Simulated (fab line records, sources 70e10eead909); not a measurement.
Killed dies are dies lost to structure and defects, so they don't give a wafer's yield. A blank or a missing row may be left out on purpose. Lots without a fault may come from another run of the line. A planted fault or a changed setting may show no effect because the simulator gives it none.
A struck lot beside a sound one | flow nand_harc | 36 steps out of a route of 1302
Sound: wafers L895.3, L895.4, L895.6. Struck: wafers L904.2, L904.3, L904.5. The cause comes at the end.
At each step with rows: each side's tool, then ch and its chambers, then its first start. Under that, the readings that differ: sound wafers | struck wafers | difference of the means | sigmas: that difference in standard deviations of wafers without a fault.
alike: readings whose means differ by less than 2 such deviations, and words and numbers that are the same on both sides. not compared: withheld readings, readings that some wafer has no value for, bounds like >300 that may hide the same value, and numbers for which the record gives no deviation and whose values overlap.
The two part at a step that has a row with sigmas, a row that says differs or no value, or rows on one side only. Numbers that don't overlap but have no deviation are shown without sigmas and don't part them. A reading that every wafer of one side lacks parts them only if that side has two wafers or more.

first, 1 step without rows for these wafers: NHARC_A_WL_FILL_ALD_10 (deposits SiO2, target thk 50 nm, pulse time 10 s, ald cycles 500).
NHARC_A_WL_FILL_ETCHBACK_16: etches the open film in C4F8/O2/Ar, target depth 120 nm, time 24 s.
  sound on rie_diel-06 ch 1,2,3; struck on rie_diel-03 ch 1,2
  alike: oes_product_au, rf_vpp_V
  not compared: rf_hours_counter_h
then, 1 step without rows for these wafers: NHARC_A_WL_FILL_STRIP_29 (strips in O2, time 20 s).
NHARC_A_WL_FILL_ETCHBACK_17: etches the open film in Cl2/BCl3, target depth 4 nm, time 26.7 s.
  sound on rie_metal-02 ch 0,1, day 25 09:19; struck on rie_metal-02 ch 1, day 29 02:49
  alike: drypump_motor_current_A, oes_product_au
  not compared: rf_hours_counter_h
then, 7 steps without rows for these wafers: NHARC_A_WL_FILL_PRECLEAN_18 (cleans in dHF, time 30 s); NHARC_A_WL_FILL_SRD_21; NHARC_A_WL_FILL_CVD_23 (deposits poly-Si, target thk 40 nm, time 800 s); NHARC_A_WL_FILL_ETCHBACK_26 (etches the open film in HBr, target depth 52 nm, time 13.3 s); NHARC_A_WL_FILL_PRECLEAN_30 (cleans in dHF, time 10 s); NHARC_A_WL_FILL_SRD_14; NHARC_A_WL_FILL_ALD_19 (deposits TiN, target thk 2 nm, pulse time 3 s, ald cycles 100).
NHARC_A_WL_FILL_CVD_20: deposits W, target thk 100 nm, time 74 s.
  sound on cvd_w-02 ch 0,1, day 25 14:58; struck on cvd_w-01 ch 0,1, day 29 08:29
  alike: heater_power_w, throttle_valve_pct
NHARC_A_WL_FILL_CMP_12: polishes, t overpolish 30 s, target thk 100 nm.
  sound on cmp-01 ch 0,2,3, day 25 15:07; struck on cmp-02 ch 0,1, day 29 08:40
  alike: motor_current_A, overpolish_run_s, time_to_endpoint_s
then, 2 steps without rows for these wafers: NHARC_A_WL_FILL_SRD_31; NHARC_A_CONTACT_DEP_24 (deposits SiO2, target thk 500 nm).
NHARC_A_CONTACT_DEP_28: deposits aC, target thk 7000 nm.
  sound on acl_dep-01 ch 0, day 25 19:16; struck on acl_dep-02 ch 0, day 29 15:05
  alike: throttle_valve_pct
then, 11 steps without rows for these wafers: NHARC_A_CONTACT_DEP_29 (deposits SiON, target thk 100 nm); NHARC_A_CONTACT_DEHYDRATE_32 (time 120 s); NHARC_A_CONTACT_HMDS_33 (time 30 s); NHARC_A_CONTACT_COAT_34 (time 75 s); NHARC_A_CONTACT_COAT_35 (time 65 s); NHARC_A_CONTACT_COAT_36 (resist thk 90 nm); NHARC_A_CONTACT_SOFTBAKE_37 (time 55 s); NHARC_A_CONTACT_EBR_38; NHARC_A_CONTACT_EXPOSE_39 (exposes mask A CC 3); NHARC_A_CONTACT_PEB_40 (peb time 65 s); NHARC_A_CONTACT_DEVELOP_41 (develop time 35 s).
NHARC_A_CONTACT_CD_MEAS_42: target cd 300 nm.
  sound on cd_sem-01 ch 0, day 25 22:50; struck on cd_sem-01 ch 0, day 29 19:25
  alike: cd_nm
NHARC_A_CONTACT_OVL_MEAS_43:
  sound on overlay-01, day 25 22:55; struck on overlay-02, day 29 19:29
  reading           | sound         | struck         | difference | sigmas
  overlay_y_nm (nm) | -0.4 -0.1 0.3 | -2.2 -2.5 -2.6 | -2.4       | -3
  alike: overlay_x_nm
then, 4 steps without rows for these wafers: NHARC_A_CONTACT_DESCUM_47 (chemistry O2, time 3 s); NHARC_A_CONTACT_ETCH_48 (etches the open film in CF4, target depth 39 nm, time 65 s); NHARC_A_CONTACT_ETCH_49 (etches the open film in N2/H2, target depth 260 nm, time 475.3 s); NHARC_A_CONTACT_ETCH_50 (etches the open film in CF4/CHF3, target depth 121 nm, time 60.5 s).
NHARC_A_CONTACT_ETCH_51: etches the open film in O2/COS, target depth 7000 nm, time 1820 s.
  sound on rie_diel-08 ch 1,2; struck on rie_diel-02 ch 0,1,2
  alike: drypump_motor_current_A, oes_product_au, rf_vpp_V, showerhead_plenum_p_Torr, throttle_valve_pct
  not compared: rf_hours_counter_h
then, 1 step without rows for these wafers: NHARC_A_CONTACT_ETCH_111 (etches the open film in C4F8/O2/Ar, time 140 s, target depth 700 nm).
-- the record jumps here: 3 days lie between the struck wafers' starts before and after (it left off in module A_CONTACT and takes up again in module END, whose first step shown is number 1302 of the route) --
NHARC_END_SORT_01:
  sound on prober-01 ch 0, day 28 21:43; struck on prober-01 ch 0, day 33 03:31
  reading         | sound | struck      | difference | sigmas
  killed_at_array | 65    | 125 107 123 | +53        | +3
  killed_dies     | 67    | 127 109 128 | +54        | +3
  killed_open     | 6     | 1 2 3       | -4         | -2
  alike: killed_at_other, killed_at_periphery, killed_short

WHERE THEY PART
First at NHARC_A_CONTACT_OVL_MEAS_43; last, within this record, at NHARC_END_SORT_01.

WHY: what the simulator had put in
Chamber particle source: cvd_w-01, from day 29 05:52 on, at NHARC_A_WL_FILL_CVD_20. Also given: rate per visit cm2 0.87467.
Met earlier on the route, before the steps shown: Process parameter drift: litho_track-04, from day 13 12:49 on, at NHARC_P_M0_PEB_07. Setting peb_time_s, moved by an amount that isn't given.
